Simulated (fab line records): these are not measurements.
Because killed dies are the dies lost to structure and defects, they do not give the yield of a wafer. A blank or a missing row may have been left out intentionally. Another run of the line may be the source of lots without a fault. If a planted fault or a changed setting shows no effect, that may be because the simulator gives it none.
2 desks, one fault ; flow n5-finfet ; every desk sees just its own numbers, and what lay behind them comes last

TOOL OWNER'S DESK, arfi-scanner-03
The tool's own readings at N5_FIN_SAQP_EXPOSE_13 (exposes mask FIN CORE, target cd 35.6 nm): means of the sampled wafers that have a number, for each lot that ran on this tool. The brackets show how far a lot's mean lies from the usual mean; more than 4 standard deviations puts the lot out of limits, marked OUT.
Columns: A = exposure-dose-mJ-cm2 at N5_FIN_SAQP_EXPOSE_13, usual 63.22
lot;first seen here;A
L817;day 2 03:52;63.14
L823;day 3 15:27;60.71 (-36) OUT
L825;day 4 04:25;61.16 (-29) OUT
This desk's finding: out of limits on L823, L825; first on L823, day 3 15:27 (exposure-dose-mJ-cm2 at N5_FIN_SAQP_EXPOSE_13). L817 stayed within limits.

METROLOGY DESK
Lot by lot, what the gauges showed, no matter which tool ran the lot: averages of those sampled wafers that carry a number. The brackets show how far a lot's mean lies from the usual mean; more than 4 standard deviations puts the lot out of limits, marked OUT. Shown here are 7 of its 12 readings, the ones lying furthest out on some lot.
Columns: A = thk-nm at N5_FIN_SAQP_THK_MEAS_05, usual 38.1 nm; B = thk-nm at N5_FIN_SAQP_THK_MEAS_07, usual 60.2 nm; C = DIBL_N at N5_BEOL_M4_RC_MEAS_101, usual 36.8 mV/V; D = DIBL_P at N5_BEOL_M4_RC_MEAS_101, usual 37.0 mV/V; E = IOFF_N at N5_BEOL_M4_RC_MEAS_101, usual 0.18 nA/um; F = ION_N at N5_BEOL_M4_RC_MEAS_101, usual 680 uA/um; G = VT_N at N5_BEOL_M4_RC_MEAS_101, usual 248 mV
lot;first seen here;A;B;C;D;E;F;G
L817;day 2 03:25;37.7;60.1;38.8;38.6;0.20;681;246
L823;day 3 14:53;38.0;60.3;36.4;35.5;0.15;678;250
L825;day 4 03:47;38.3;60.1;36.0;35.7;0.16;670;249
L828;day 4 21:22;38.9;60.2;37.6;35.9;0.21;694;247
L831;day 5 15:35;37.2;59.3;34.6;33.6;0.13;660;253
L833;day 6 03:10;37.6;60.7;38.1;35.3;0.17;678;248
This desk's verdict: no lot among the 6 shows anything out of limits.

ALL TOGETHER
The tool owner's desk had the chance to raise an alarm at day 3 15:27 on L823, L825.
Metrology desk: nothing out of limits seen.
The metrology desk holds a record of L823, L825, inside its limits.
All the named lots went through N5_FIN_SAQP_EXPOSE_13 on arfi-scanner-03.

WHAT THE SIMULATOR HAD PUT IN
Process parameters drifting: arfi-scanner-03 at N5_FIN_SAQP_EXPOSE_13, beginning at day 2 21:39. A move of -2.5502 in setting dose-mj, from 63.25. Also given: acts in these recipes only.
Struck lots among those shown: L823, L825.
Time in hours from fault onset to the first out-of-limits reading at each desk: the tool owner's desk, 18.
